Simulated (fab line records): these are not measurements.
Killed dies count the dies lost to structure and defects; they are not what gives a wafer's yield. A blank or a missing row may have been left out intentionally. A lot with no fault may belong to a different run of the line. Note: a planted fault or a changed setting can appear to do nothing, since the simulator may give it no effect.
One fault seen from 2 desks || flow nand_harc || each desk holds nothing but its own numbers, with what lay behind them at the end

== AT THE METROLOGY DESK ==
What the gauges read for every lot (on any tool): the sampled wafers with a number, averaged. Any lot whose mean is over 4 standard deviations away from the usual mean is out of limits and marked OUT; that distance is given in the brackets.
Columns: A = overlay_x_nm at NHARC_P_M2_OVL_MEAS_10, usual -0.3 nm; B = overlay_y_nm at NHARC_P_M2_OVL_MEAS_10, usual -0.2 nm
{"lot": "L528", "first seen here": "day 6 07:03", "A": 1.0, "B": -1.2}
{"lot": "L529", "first seen here": "day 6 20:33", "A": -1.0, "B": -0.1}
{"lot": "L531", "first seen here": "day 7 15:55", "A": -0.6, "B": 1.2}
{"lot": "L532", "first seen here": "day 8 05:17", "A": -0.2, "B": -0.8}
{"lot": "L539", "first seen here": "day 11 00:10", "A": 1.5, "B": 0.5}
{"lot": "L538", "first seen here": "day 11 02:42", "A": 0.0, "B": -1.2}
{"lot": "L540", "first seen here": "day 11 11:26", "A": -0.3, "B": 1.2}
{"lot": "L543", "first seen here": "day 12 16:43", "A": -0.9, "B": 0.6}
{"lot": "L547", "first seen here": "day 14 07:43", "A": 0.5, "B": -0.1}
{"lot": "L548", "first seen here": "day 15 05:47", "A": -0.6, "B": 1.2}
{"lot": "L551", "first seen here": "day 16 08:37", "A": -0.7, "B": -2.0}
Finding of this desk: none of the 11 lots has anything out of limits.

== FOR THE TOOL OWNER'S DESK: litho_track-04 ==
The tool's own readings at NHARC_P_M2_SOFTBAKE_04 (time 55 s): means of the sampled wafers that have a number, for each lot that ran on this tool. Any lot whose mean is over 4 standard deviations away from the usual mean is out of limits and marked OUT; that distance is given in the brackets.
Columns: A = heater_power_total_W at NHARC_P_M2_SOFTBAKE_04, usual 188.46 W
{"lot": "L531", "first seen here": "day 7 15:00", "A": 188.48}
{"lot": "L532", "first seen here": "day 8 04:00", "A": 188.47}
{"lot": "L539", "first seen here": "day 10 23:00", "A": 188.35}
{"lot": "L538", "first seen here": "day 11 02:00", "A": "190.27 (+14) OUT"}
{"lot": "L543", "first seen here": "day 12 16:00", "A": "190.15 (+13) OUT"}
This desk's finding: out of limits on L538, L543; first on L538, day 11 02:00 (heater_power_total_W at NHARC_P_M2_SOFTBAKE_04). L531, L532, L539 stayed within limits.

== BROUGHT TOGETHER ==
On L538, L543, at day 11 02:00, an alarm was possible from the tool owner's desk.
Metrology desk: nothing out of limits seen.
The metrology desk has L538, L543 on record, within its limits.
Of the lots named, all ran NHARC_P_M2_SOFTBAKE_04 on litho_track-04.

== WHAT HAD BEEN PUT IN BY THE SIMULATOR ==
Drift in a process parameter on litho_track-04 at NHARC_P_M2_SOFTBAKE_04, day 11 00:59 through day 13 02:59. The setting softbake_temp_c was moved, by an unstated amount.
Lots struck among those shown: L538, L543.
Delay in hours, fault start to first out-of-limits reading, by desk: the tool owner's desk at 1.
